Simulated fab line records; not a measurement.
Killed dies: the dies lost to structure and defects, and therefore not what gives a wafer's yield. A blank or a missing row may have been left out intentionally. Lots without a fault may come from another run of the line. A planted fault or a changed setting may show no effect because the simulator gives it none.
Chamber matching | flow nand-harc | rie-diel-07 running NHARC_A_CONTACT_ETCH_110: 4 sister chambers
The step etches the open film in CF4/O2, target depth 50 nm, overetch 5 nm, time 27.5 s. 18 wafers are shown with their chamber, then 9 later ones without.

WAFERS PAIRED WITH THEIR CHAMBERS
wafer  | chamber | showerhead-plenum-p-Torr (Torr) | rf-vpp-V (V) | oes-product-au (a.u.)
L084.2 | 1       | 1.35                            | 199.3        | 0.981
L084.4 | 0       | 1.43                            | 200.7        | 0.979
L084.6 | 1       | 1.35                            | 198.2        | 0.994
L081.2 | 0       | 1.43                            | 198.8        | 0.986
L081.3 | 3       | 1.34                            | 197.6        | 0.984
L081.6 | 2       | 1.31                            | 196.8        | 0.984
L083.1 | 0       | 1.43                            | 199.8        | 0.988
L083.2 | 3       | 1.34                            | 198.9        | 0.992
L083.6 | 0       | 1.43                            | 198.6        | 0.985
L086.1 | 3       | 1.33                            | 198.6        | 0.987
L086.2 | 1       | 1.35                            | 196.9        | 0.973
L086.5 | 1       | 1.35                            | 197.6        | 0.973
L087.1 | 3       | 1.33                            | 197.9        | 0.993
L087.4 | 2       | 1.30                            | 196.4        | 0.995
L087.6 | 3       | 1.33                            | 196.1        | 0.995
L089.1 | 0       | 1.43                            | 198.7        | 0.982
L089.4 | 2       | 1.30                            | 197.3        | 0.997
L089.6 | 2       | 1.30                            | 196.5        | 1.002

SIGNATURES, as means of the wafers listed above
reading                  | chamber 0 | chamber 1 | chamber 2 | chamber 3 | scatter within a chamber
showerhead-plenum-p-Torr | 1.4300    | 1.3500    | 1.3025    | 1.3340    | 0.00373
rf-vpp-V                 | 199.320   | 198.000   | 196.750   | 197.820   | 0.914
oes-product-au           | 0.98400   | 0.98025   | 0.99450   | 0.99020   | 0.00655
Rule: a wafer's distance from a chamber is the root of the sum, over the readings, of the square of ((its reading less the chamber's mean) divided by the reading's scatter). If the next closest chamber is less than 2 further off than the closest, the wafer can't be placed; otherwise it belongs to the closest. The scatter: the root of (the sum of the squares of (reading less its chamber's mean) over the shown wafers, divided by (wafers less chambers)).

WAFERS WITH NO CHAMBER GIVEN
wafer  | showerhead-plenum-p-Torr (Torr) | rf-vpp-V (V) | oes-product-au (a.u.)
L085.1 | 1.43                            | 199.8        | 0.987
L085.2 | 1.34                            | 197.2        | 0.986
L085.3 | 1.30                            | 196.5        | 0.989
L090.1 | 1.33                            | 197.7        | 0.997
L090.3 | 1.34                            | 198.5        | 0.993
L090.6 | 1.30                            | 197.1        | 0.981
L097.3 | 1.42                            | 201.4        | 0.982
L097.4 | 1.33                            | 198.6        | 0.987
L097.6 | 1.30                            | 198.0        | 1.005

WHICH CHAMBER EACH ONE RAN IN
wafer  | from the rows above     | in truth
L085.1 | 0                       | 0
L085.2 | can't be placed: 3 or 1 | 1
L085.3 | 2                       | 2
L090.1 | 3                       | 3
L090.3 | can't be placed: 3 or 1 | 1
L090.6 | 2                       | 2
L097.3 | 0                       | 0
L097.4 | 3                       | 3
L097.6 | 2                       | 2
Correct placement for 7 of the 9. Can't be placed from these rows: 2 (the true chamber is among the candidates in 2). 0 placed wrongly.
